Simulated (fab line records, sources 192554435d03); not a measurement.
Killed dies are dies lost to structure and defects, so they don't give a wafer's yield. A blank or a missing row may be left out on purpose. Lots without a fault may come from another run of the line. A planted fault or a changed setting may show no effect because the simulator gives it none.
Chamber matching | flow n5_finfet | N5_BEOL_M6_STRIP_19 on rie_diel-03: 4 sister chambers
The step strips in O2. 4 wafers are shown with their chamber, then 11 later ones without.

WAFERS WITH THEIR CHAMBER
wafer  | chamber | drypump_motor_current_A (A)
L086.6 | 1       | 5.2
L092.3 | 0       | 5.7
L092.6 | 3       | 6.3
L093.1 | 2       | 5.3

WAFERS WITHOUT THEIR CHAMBER
wafer  | drypump_motor_current_A (A)
L093.2 | 5.2
L093.4 | 6.3
L094.1 | 5.7
L094.2 | 6.3
L094.5 | 5.3
L095.2 | 5.7
L095.3 | 5.3
L095.4 | 6.3
L097.2 | 5.7
L097.4 | 5.7
L097.5 | 5.4

WHICH CHAMBER EACH WENT THROUGH
wafer  | from the rows above | in truth
L093.2 | 1                   | 1
L093.4 | 3                   | 3
L094.1 | 0                   | 0
L094.2 | 3                   | 3
L094.5 | 2                   | 2
L095.2 | 0                   | 0
L095.3 | 2                   | 2
L095.4 | 3                   | 3
L097.2 | 0                   | 0
L097.4 | 0                   | 0
L097.5 | 2                   | 2
Placed correctly: 11 of 11. Can't be placed from these rows: 0. Placed wrongly: 0.
How it was worked out, from the rows above alone: a wafer's distance from a chamber is the root of the sum, over the readings, of the square of ((its reading less the chamber's mean) divided by the reading's scatter). The wafer belongs to the nearest chamber; if the next one is less than 2 further off, it can't be placed. A chamber's mean is the mean of its shown wafers. The scatter: with one shown wafer a chamber, the root of the mean of the squares of how far each hidden wafer lies from its nearest shown one.
